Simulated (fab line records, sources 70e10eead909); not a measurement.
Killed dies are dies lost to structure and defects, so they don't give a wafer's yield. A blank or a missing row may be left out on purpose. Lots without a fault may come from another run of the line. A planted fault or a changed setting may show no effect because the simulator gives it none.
One fault seen from 3 desks | flow nand_harc | each desk has only its own numbers; what lay behind them comes last

THE METROLOGY DESK
What the gauges read, lot by lot, whatever tool the lot ran on: means of the sampled wafers that have a number. A lot is out of limits, marked OUT, if its mean lies more than 4 standard deviations from the usual mean; the brackets give that distance.
Columns: A = overlay_x_nm at NHARC_P_STI_OVL_MEAS_10, usual 1 nm; B = overlay_y_nm at NHARC_P_STI_OVL_MEAS_10, usual 1 nm
lot  | first seen here | A   | B
L645 | day 2 22:26     | -1  | -2
L646 | day 3 06:20     | -0  | 2
L647 | day 3 15:10     | 7   | -14
L649 | day 4 14:56     | 9   | 9
L652 | day 5 22:10     | 7   | 0
L658 | day 8 09:24     | -1  | 17
L661 | day 9 12:44     | -0  | -7
L662 | day 9 20:10     | 4   | 0
L663 | day 10 10:00    | -6  | 4
L665 | day 11 08:03    | 2   | 9
L666 | day 11 18:25    | 3   | -0
L667 | day 12 01:05    | -8  | -7
L668 | day 12 08:52    | -12 | 4
This desk's finding: nothing out of limits on any of the 13 lots.

THE DEFECT DESK
What the inspections along the route counted, lot by lot: means of the sampled wafers that have a number. A lot is out of limits, marked OUT, if its mean lies more than 4 standard deviations from the usual mean; the brackets give that distance.
Columns: A = raw_defect_count at NHARC_P_ZERO_WELL_INSPECT_43, usual 12
lot  | first seen here | A
L645 | day 2 03:53     | 5
L646 | day 2 13:47     | 6
L647 | day 2 23:49     | 10
L649 | day 3 19:39     | 14
L652 | day 5 01:34     | 10
L658 | day 7 15:38     | 5
L661 | day 8 19:53     | 16
L662 | day 9 05:22     | 18
L663 | day 9 15:26     | 9
L665 | day 10 11:29    | 12
L666 | day 10 21:29    | 16
L667 | day 11 07:33    | 12
L668 | day 11 17:37    | 26
This desk's finding: nothing out of limits on any of the 13 lots.

THE TOOL OWNER'S DESK: wet_bench-05
The tool's own readings at NHARC_P_GATE_PRECLEAN_70 (cleans in SC1): means of the sampled wafers that have a number, for each lot that ran on this tool. A lot is out of limits, marked OUT, if its mean lies more than 4 standard deviations from the usual mean; the brackets give that distance.
Columns: A = nh4oh_flow_mL_min at NHARC_P_GATE_PRECLEAN_70, usual 28.30; B = temp_c at NHARC_P_GATE_PRECLEAN_70, usual 50.00 C
lot  | first seen here | A     | B
L647 | day 5 03:47     | 28.44 | 50.02
L649 | day 5 18:40     | 28.18 | 49.94
L652 | day 6 22:35     | 28.30 | 50.09
L658 | day 9 23:25     | 28.27 | 50.07
L661 | day 10 20:27    | 28.21 | 50.00
L666 | day 12 23:07    | 28.24 | 49.88
L667 | day 13 05:51    | 28.28 | 50.02
L668 | day 13 10:35    | 28.33 | 49.98
This desk's finding: nothing out of limits on any of the 8 lots.

PUT TOGETHER
The metrology desk saw nothing out of limits.
The defect desk saw nothing out of limits.
The tool owner's desk saw nothing out of limits.

WHAT THE SIMULATOR HAD PUT IN
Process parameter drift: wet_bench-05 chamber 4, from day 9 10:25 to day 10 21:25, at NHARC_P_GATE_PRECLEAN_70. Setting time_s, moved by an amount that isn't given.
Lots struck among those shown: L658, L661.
